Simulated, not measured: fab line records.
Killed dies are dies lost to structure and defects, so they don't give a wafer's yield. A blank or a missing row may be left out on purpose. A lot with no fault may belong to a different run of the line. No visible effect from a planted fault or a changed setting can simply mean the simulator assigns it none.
Chamber matching :: flow n5 finfet :: N5_BEOL_M9_ALD_74 on ald metal-04 has 4 sister chambers
The step deposits TaN, target thk 2 nm, pulse time 2 s, purge time 3 s. 8 wafers are shown with their chamber, then 9 later ones without.

== WAFERS PAIRED WITH THEIR CHAMBERS ==
wafer: L079.4
chamber: 0
heater power w (W): 451
precursor vessel temp c (C): 74.93

wafer: L083.4
chamber: 0
heater power w (W): 437
precursor vessel temp c (C): 75.05

wafer: L083.5
chamber: 1
heater power w (W): 452
precursor vessel temp c (C): 75.22

wafer: L085.4
chamber: 2
heater power w (W): 450
precursor vessel temp c (C): 74.99

wafer: L085.5
chamber: 3
heater power w (W): 402
precursor vessel temp c (C): 75.03

wafer: L089.4
chamber: 1
heater power w (W): 453
precursor vessel temp c (C): 75.04

wafer: L089.5
chamber: 3
heater power w (W): 389
precursor vessel temp c (C): 74.95

wafer: L089.6
chamber: 2
heater power w (W): 456
precursor vessel temp c (C): 75.06

== WAFERS MISSING THEIR CHAMBER ==
wafer: L090.1
heater power w (W): 399
precursor vessel temp c (C): 74.95

wafer: L090.2
heater power w (W): 468
precursor vessel temp c (C): 74.89

wafer: L090.3
heater power w (W): 441
precursor vessel temp c (C): 74.88

wafer: L095.2
heater power w (W): 453
precursor vessel temp c (C): 74.97

wafer: L095.4
heater power w (W): 461
precursor vessel temp c (C): 75.02

wafer: L095.5
heater power w (W): 448
precursor vessel temp c (C): 74.94

wafer: L096.3
heater power w (W): 449
precursor vessel temp c (C): 75.22

wafer: L096.4
heater power w (W): 466
precursor vessel temp c (C): 74.98

wafer: L096.6
heater power w (W): 390
precursor vessel temp c (C): 74.86

== WHICH CHAMBER EACH ONE RAN IN ==
wafer: L090.1
from the rows above: 3
in truth: 3

wafer: L090.2
from the rows above: can't be placed: 2 or 1 or 0
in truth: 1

wafer: L090.3
from the rows above: can't be placed: 0 or 2 or 1
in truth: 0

wafer: L095.2
from the rows above: can't be placed: 2 or 0 or 1
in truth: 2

wafer: L095.4
from the rows above: can't be placed: 2 or 1 or 0
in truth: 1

wafer: L095.5
from the rows above: can't be placed: 0 or 2 or 1
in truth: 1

wafer: L096.3
from the rows above: can't be placed: 1 or 2 or 0
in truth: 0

wafer: L096.4
from the rows above: can't be placed: 2 or 1 or 0
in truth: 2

wafer: L096.6
from the rows above: 3
in truth: 3
Placed correctly: 2 of 9. Unplaceable from these rows: 7, with the true chamber sitting among the candidates in 7. Number placed wrongly: 0.
How it was worked out, from the rows above alone: a wafer's distance from a chamber is the root of the sum, over the readings, of the square of ((its reading less the chamber's mean) divided by the reading's scatter). The wafer belongs to the nearest chamber; if the next one is less than 2 further off, it can't be placed. A chamber's mean is the mean of its shown wafers. The scatter: the root of (the sum of the squares of (reading less its chamber's mean) over the shown wafers, divided by (wafers less chambers)).
